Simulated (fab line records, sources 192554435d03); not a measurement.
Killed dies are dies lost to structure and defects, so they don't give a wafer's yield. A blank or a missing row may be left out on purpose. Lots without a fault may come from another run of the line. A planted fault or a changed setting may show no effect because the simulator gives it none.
Tool commonality check | flow n5_finfet | 10 lots, 30 wafers sampled

WHY IT WAS OPENED
At N5_BEOL_M4_RC_MEAS_101 the reading IOFF_N is flagged on 2 of 10 lots. Wafers without a fault read 0.16 nA/um, standard deviation 0.031.
Rule: a lot is flagged when every wafer of it that has a number lies more than 4 standard deviations from that mean, or none has a number. The other lots count as sound.

lot  | measured     | on        | IOFF_N (nA/um), wafer by wafer | flag
L777 | day 9 08:14  | prober-02 | 0.20 0.17 0.22                 |
L778 | day 9 09:10  | prober-02 | 0.15 0.17 0.16                 |
L782 | day 10 01:01 | prober-02 | 0.17 0.15 0.28                 |
L783 | day 10 10:07 | prober-02 | 0.14 0.12 0.18                 |
L780 | day 10 15:43 | prober-01 | 0.20 0.21 0.17                 |
L785 | day 10 20:47 | prober-01 | 0.17 0.16 0.18                 |
L786 | day 11 08:43 | prober-02 | 0.15 0.15 0.18                 |
L787 | day 11 09:18 | prober-01 | 0.17 0.11 0.13                 |
L788 | day 11 23:54 | prober-01 | 0.52 0.68 0.65                 | FLAGGED
L791 | day 12 03:20 | prober-01 | 0.47 0.44 0.61                 | FLAGGED
The numbers of the flagged lots are 0.56 nA/um on average: +0.40 nA/um against the usual, or +13 standard deviations.

WHICH TOOL RAN EACH LOT
The record holds 4 process steps before the reading, out of a route of 1938 steps. In each cell: the tool, then ch and the chambers that the sampled wafers went through, then the start.
lot  | flag    | N5_SD_EPI_N_VAPOR_ETCH_50      | N5_BEOL_M4_ANNEAL_80         | N5_BEOL_M4_ANNEAL_87         | N5_BEOL_M4_SPUTTER_92
L777 |         | epi_rpcvd-03 ch 0, day 3 14:06 | pvd_sputter-02, day 9 05:40  | pvd_sputter-02, day 9 06:07  | pvd_sputter-02, day 9 06:41
L778 |         | epi_rpcvd-03 ch 0, day 3 21:08 | pvd_sputter-03, day 9 05:50  | pvd_sputter-03, day 9 06:16  | pvd_sputter-03, day 9 06:51
L782 |         | epi_rpcvd-03 ch 0, day 4 22:21 | pvd_sputter-01, day 9 22:09  | pvd_sputter-01, day 9 22:38  | pvd_sputter-01, day 9 23:15
L783 |         | epi_rpcvd-02 ch 0, day 5 02:37 | pvd_sputter-01, day 10 07:21 | pvd_sputter-01, day 10 07:51 | pvd_sputter-01, day 10 08:30
L780 |         | epi_rpcvd-01 ch 0, day 4 10:30 | pvd_sputter-03, day 10 12:43 | pvd_sputter-03, day 10 13:10 | pvd_sputter-03, day 10 13:44
L785 |         | epi_rpcvd-01 ch 0, day 5 16:28 | pvd_sputter-03, day 10 17:26 | pvd_sputter-03, day 10 17:52 | pvd_sputter-03, day 10 18:27
L786 |         | epi_rpcvd-01 ch 0, day 5 23:11 | pvd_sputter-02, day 11 06:10 | pvd_sputter-02, day 11 06:36 | pvd_sputter-02, day 11 07:11
L787 |         | epi_rpcvd-01 ch 0, day 6 05:49 | pvd_sputter-03, day 11 06:23 | pvd_sputter-03, day 11 06:50 | pvd_sputter-03, day 11 07:25
L788 | FLAGGED | epi_rpcvd-01 ch 0, day 6 10:13 | pvd_sputter-03, day 11 21:20 | pvd_sputter-03, day 11 21:46 | pvd_sputter-03, day 11 22:21
L791 | FLAGGED | epi_rpcvd-01 ch 0, day 7 03:26 | pvd_sputter-03, day 12 00:21 | pvd_sputter-03, day 12 00:47 | pvd_sputter-03, day 12 01:22
What these steps do:
- N5_SD_EPI_N_VAPOR_ETCH_50: etches Si in HCl, time 54 s.
- N5_BEOL_M4_ANNEAL_80: time 240 s.
- N5_BEOL_M4_ANNEAL_87: time 240 s.
- N5_BEOL_M4_SPUTTER_92: material Cu, target thk 4.5 nm, time 8.29 s.
- N5_BEOL_M4_RC_MEAS_101

FLAGGED OVER TOTAL, TOOL BY TOOL (the gauges that took the reading come last)
step                      | tool           | lots run | flagged | share of the flagged lots | sound lots run after its first flagged lot
N5_SD_EPI_N_VAPOR_ETCH_50 | epi_rpcvd-01   | 6        | 2       | all                       | 0
N5_SD_EPI_N_VAPOR_ETCH_50 | epi_rpcvd-02   | 1        | 0       | none                      | -
N5_SD_EPI_N_VAPOR_ETCH_50 | epi_rpcvd-03   | 3        | 0       | none                      | -
N5_BEOL_M4_ANNEAL_80      | pvd_sputter-01 | 2        | 0       | none                      | -
N5_BEOL_M4_ANNEAL_80      | pvd_sputter-02 | 2        | 0       | none                      | -
N5_BEOL_M4_ANNEAL_80      | pvd_sputter-03 | 6        | 2       | all                       | 0
N5_BEOL_M4_ANNEAL_87      | pvd_sputter-01 | 2        | 0       | none                      | -
N5_BEOL_M4_ANNEAL_87      | pvd_sputter-02 | 2        | 0       | none                      | -
N5_BEOL_M4_ANNEAL_87      | pvd_sputter-03 | 6        | 2       | all                       | 0
N5_BEOL_M4_SPUTTER_92     | pvd_sputter-01 | 2        | 0       | none                      | -
N5_BEOL_M4_SPUTTER_92     | pvd_sputter-02 | 2        | 0       | none                      | -
N5_BEOL_M4_SPUTTER_92     | pvd_sputter-03 | 6        | 2       | all                       | 0
N5_BEOL_M4_RC_MEAS_101    | prober-01      | 5        | 2       | all                       | 0
N5_BEOL_M4_RC_MEAS_101    | prober-02      | 5        | 0       | none                      | -

WHAT THE TABLE ALLOWS
5 rows of the table ran every flagged lot: epi_rpcvd-01 at N5_SD_EPI_N_VAPOR_ETCH_50, pvd_sputter-03 at N5_BEOL_M4_ANNEAL_80, pvd_sputter-03 at N5_BEOL_M4_ANNEAL_87, pvd_sputter-03 at N5_BEOL_M4_SPUTTER_92, prober-01 at N5_BEOL_M4_RC_MEAS_101.
- epi_rpcvd-01 at N5_SD_EPI_N_VAPOR_ETCH_50: 2 of its 6 lots flagged. Its last sound lot is L787 (day 6 05:49), its first flagged lot L788 (day 6 10:13): a fault that began between those two fits.
- pvd_sputter-03 at N5_BEOL_M4_ANNEAL_80: 2 of its 6 lots flagged. Its last sound lot is L787 (day 11 06:23), its first flagged lot L788 (day 11 21:20): a fault that began between those two fits.
- pvd_sputter-03 at N5_BEOL_M4_ANNEAL_87: 2 of its 6 lots flagged. Its last sound lot is L787 (day 11 06:50), its first flagged lot L788 (day 11 21:46): a fault that began between those two fits.
- pvd_sputter-03 at N5_BEOL_M4_SPUTTER_92: 2 of its 6 lots flagged. Its last sound lot is L787 (day 11 07:25), its first flagged lot L788 (day 11 22:21): a fault that began between those two fits.
- prober-01 at N5_BEOL_M4_RC_MEAS_101: 2 of its 5 lots flagged. Its last sound lot is L787 (day 11 09:18), its first flagged lot L788 (day 11 23:54): a fault that began between those two fits.
Counting lots can't tell these 3 tools apart, because each fits a fault that began at some hour. More lots, or a look at what each step does to the wafer, might.

WHAT THE SIMULATOR HAD PUT IN
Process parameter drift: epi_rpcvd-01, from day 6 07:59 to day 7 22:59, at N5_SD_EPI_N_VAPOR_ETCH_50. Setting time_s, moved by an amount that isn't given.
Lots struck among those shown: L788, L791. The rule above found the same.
